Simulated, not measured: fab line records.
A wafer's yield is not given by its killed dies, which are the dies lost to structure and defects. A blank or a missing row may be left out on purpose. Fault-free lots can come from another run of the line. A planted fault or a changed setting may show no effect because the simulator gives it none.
Which tool was responsible? + flow nand_harc + 13 lots, 39 wafers sampled, at 4 steps of a route of 1302

WHAT EACH GAUGE READ, for each wafer
NHARC_A_M0_INSPECT_27.
| lot  | measured     | on                | raw_defect_count |
|------|--------------|-------------------|------------------|
| L920 | day 23 07:26 | defect_inspect-02 | 604 661 771      |
| L921 | day 23 09:13 | defect_inspect-01 | 502 625 616      |
| L922 | day 23 16:30 | defect_inspect-02 | 393 469 535      |
| L923 | day 23 17:34 | defect_inspect-01 | 377 348 322      |
| L924 | day 24 15:46 | defect_inspect-01 | 500 455 460      |
| L927 | day 25 08:20 | defect_inspect-02 | 804 599 638      |
| L930 | day 26 18:46 | defect_inspect-01 | 430 468 525      |
| L929 | day 26 23:14 | defect_inspect-02 | 406 492 344      |
| L931 | day 27 08:22 | defect_inspect-01 | 304 509 372      |
| L932 | day 28 04:47 | defect_inspect-02 | 418 511 436      |
| L934 | day 29 02:31 | defect_inspect-02 | 512 458 516      |
| L937 | day 30 08:26 | defect_inspect-01 | 611 474 587      |
| L938 | day 30 13:09 | defect_inspect-01 | 501 360 432      |

WHICH TOOL RAN EACH LOT (tool, then ch and the chambers of the sampled wafers, then the start)
| lot  | NHARC_A_BLC_STRIP_21               | NHARC_A_BLC_PVD_32                      | NHARC_A_M0_SOFTBAKE_04            |
|------|------------------------------------|-----------------------------------------|-----------------------------------|
| L920 | rie_diel-06 ch 1,2,3, day 23 02:04 | pvd_sputter-03, day 23 04:00 or earlier | litho_track-01 ch 0, day 23 04:00 |
| L921 | rie_diel-06 ch 1,2,3, day 23 03:47 | pvd_sputter-02, day 23 06:00 or earlier | litho_track-04 ch 0, day 23 06:00 |
| L922 | rie_diel-07 ch 1,3, day 23 10:55   | pvd_sputter-02, day 23 13:00 or earlier | litho_track-01 ch 0, day 23 13:00 |
| L923 | rie_diel-06 ch 1,2, day 23 11:38   | pvd_sputter-01, day 23 14:00 or earlier | litho_track-01 ch 0, day 23 14:00 |
| L924 | rie_diel-07 ch 1,3, day 24 10:00   | pvd_sputter-03, day 24 12:00 or earlier | litho_track-01 ch 0, day 24 12:00 |
| L927 | rie_diel-06 ch 1,2, day 25 02:59   | pvd_sputter-02, day 25 05:00 or earlier | litho_track-06 ch 0, day 25 05:00 |
| L930 | rie_diel-07 ch 0,1,3, day 26 13:24 | pvd_sputter-03, day 26 15:00 or earlier | litho_track-04 ch 0, day 26 15:00 |
| L929 | rie_diel-07 ch 0,2,3, day 26 17:52 | pvd_sputter-03, day 26 20:00 or earlier | litho_track-01 ch 0, day 26 20:00 |
| L931 | rie_diel-03 ch 2,3, day 27 03:07   | pvd_sputter-02, day 27 05:00 or earlier | litho_track-06 ch 0, day 27 05:00 |
| L932 | rie_diel-06 ch 0,2,3, day 27 23:27 | pvd_sputter-01, day 28 01:00 or earlier | litho_track-04 ch 0, day 28 01:00 |
| L934 | rie_diel-03 ch 2,3, day 28 21:00   | pvd_sputter-01, day 28 23:00 or earlier | litho_track-06 ch 0, day 28 23:00 |
| L937 | rie_diel-06 ch 0,1,2, day 30 03:06 | pvd_sputter-01, day 30 05:00 or earlier | litho_track-01 ch 0, day 30 05:00 |
| L938 | rie_diel-07 ch 0,1,2, day 30 07:56 | pvd_sputter-03, day 30 10:00 or earlier | litho_track-01 ch 0, day 30 10:00 |
- NHARC_A_BLC_STRIP_21: strips in O2.
- NHARC_A_BLC_PVD_32: deposits Ti, target thk 5 nm, time 17.7 s.
- NHARC_A_M0_SOFTBAKE_04: time 55 s.

AS READ BY THE TOOLS THEMSELVES (means over the sampled wafers that have a number; for cases with no such wafer, the mark the record gives instead)
NHARC_A_BLC_STRIP_21.
| lot  | tool        | drypump_motor_current_A (A) | o2_flow_sccm (sccm) | oes_product_au (a.u.) | rf_vpp_V (V) | showerhead_plenum_p_Torr (Torr) | throttle_valve_pct (%) |
|------|-------------|-----------------------------|---------------------|-----------------------|--------------|---------------------------------|------------------------|
| L920 | rie_diel-06 | 5.5                         | 500.2               | 0.997                 | 58.2         | 3.57                            | 17.043                 |
| L921 | rie_diel-06 | 5.5                         | 501.2               | 0.993                 | 57.8         | 3.57                            | 17.040                 |
| L922 | rie_diel-07 | 6.0                         | 501.0               | 0.999                 | 57.6         | 3.53                            | 17.030                 |
| L923 | rie_diel-06 | 5.5                         | 501.1               | 0.991                 | 57.7         | 3.50                            | 17.034                 |
| L924 | rie_diel-07 | 6.0                         | 498.1               | 1.002                 | 58.9         | 3.53                            | 17.029                 |
| L927 | rie_diel-06 | 5.2                         | 500.5               | 1.002                 | 57.3         | 3.44                            | 17.046                 |
| L930 | rie_diel-07 | 5.7                         | 500.1               | 1.003                 | 57.2         | 3.44                            | 17.037                 |
| L929 | rie_diel-07 | 5.7                         | 499.3               | 0.991                 | 58.0         | 3.40                            | 17.029                 |
| L931 | rie_diel-03 | 5.8                         | 500.1               | 1.002                 | 57.8         | 3.55                            | 17.039                 |
| L932 | rie_diel-06 | 5.8                         | 500.5               | 0.987                 | 58.5         | 3.70                            | 17.032                 |
| L934 | rie_diel-03 | 5.9                         | 499.9               | 0.983                 | 58.3         | 3.55                            | 17.031                 |
| L937 | rie_diel-06 | 5.5                         | 500.9               | 0.980                 | 57.8         | 3.56                            | 17.043                 |
| L938 | rie_diel-07 | 6.1                         | 500.0               | 1.002                 | 58.7         | 3.44                            | 17.032                 |

NHARC_A_BLC_PVD_32.
| lot  | tool           | throttle_valve_pct (%) |
|------|----------------|------------------------|
| L920 | pvd_sputter-03 | 29.5                   |
| L921 | pvd_sputter-02 | 30.6                   |
| L922 | pvd_sputter-02 | 30.7                   |
| L923 | pvd_sputter-01 | 29.6                   |
| L924 | pvd_sputter-03 | 29.1                   |
| L927 | pvd_sputter-02 | 30.5                   |
| L930 | pvd_sputter-03 | 29.5                   |
| L929 | pvd_sputter-03 | 29.6                   |
| L931 | pvd_sputter-02 | 30.7                   |
| L932 | pvd_sputter-01 | 29.7                   |
| L934 | pvd_sputter-01 | 30.0                   |
| L937 | pvd_sputter-01 | 31.3                   |
| L938 | pvd_sputter-03 | 29.7                   |

NHARC_A_M0_SOFTBAKE_04.
| lot  | tool           | heater_power_total_W (W) | plate_temp_C (C) |
|------|----------------|--------------------------|------------------|
| L920 | litho_track-01 | 188.54                   | 104.87           |
| L921 | litho_track-04 | 188.44                   | 105.00           |
| L922 | litho_track-01 | 188.52                   | 104.79           |
| L923 | litho_track-01 | 188.53                   | 104.82           |
| L924 | litho_track-01 | 188.40                   | 104.93           |
| L927 | litho_track-06 | 188.44                   | 105.02           |
| L930 | litho_track-04 | 188.40                   | 104.86           |
| L929 | litho_track-01 | 188.47                   | 104.85           |
| L931 | litho_track-06 | 188.46                   | 105.03           |
| L932 | litho_track-04 | 188.40                   | 104.98           |
| L934 | litho_track-06 | 188.35                   | 105.03           |
| L937 | litho_track-01 | 174.98                   | 104.95           |
| L938 | litho_track-01 | 175.00                   | 105.02           |

THE ANSWER, worked out from the rows above alone
Rule: usual is defined by the lots themselves. The widest of any qualifying gaps counts: lots, ordered by their means at a reading, are off when they make up no more than a third of the lots, leave a main group of 4 or more, and stand apart from it by 3 or more times the standard deviation of that group's means. Not used: any main group whose means are identical at the precision the tables above print for the reading. Also off: a lot with no number at a reading for which 4 or more lots have one. The other lots that the step has rows for count as sound. First the gauges in route order, then the tools' own readings, where a lot's mean is used as printed above. The first step at which some lot is off is used, and at that step the reading that is off furthest; a lot without a number counts as furthest.
Off: L937, L938 (NHARC_A_M0_SOFTBAKE_04, heater_power_total_W). The main group: mean 188.45 W, standard deviation 0.058.
If a tool, at that step or one of the process steps before it, ran each lot that is off and ran no sound lot following the first of them, it fits. NHARC_A_BLC_PVD_32 gives no start for some lots, so the hours and the order of its lots are those of NHARC_A_M0_SOFTBAKE_04. One fits: litho_track-01 at NHARC_A_M0_SOFTBAKE_04. A fault onset in the window from L929 (day 26 20:00, its last sound lot) to L937 (day 30 05:00, its first lot off) fits.
On the lots that are off, the tool's own readings at NHARC_A_M0_SOFTBAKE_04 differ by more than 5 times the standard deviation of the sound lots' means, which bears it out; heater_power_total_W reads 174.99 W there versus 188.45 W on the sound lots.

WHAT THE SIMULATOR HAD INSERTED
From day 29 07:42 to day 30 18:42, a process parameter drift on litho_track-01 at NHARC_A_M0_SOFTBAKE_04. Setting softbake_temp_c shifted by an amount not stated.
Shown lots that were struck: L937, L938. Same finding as the rule above.
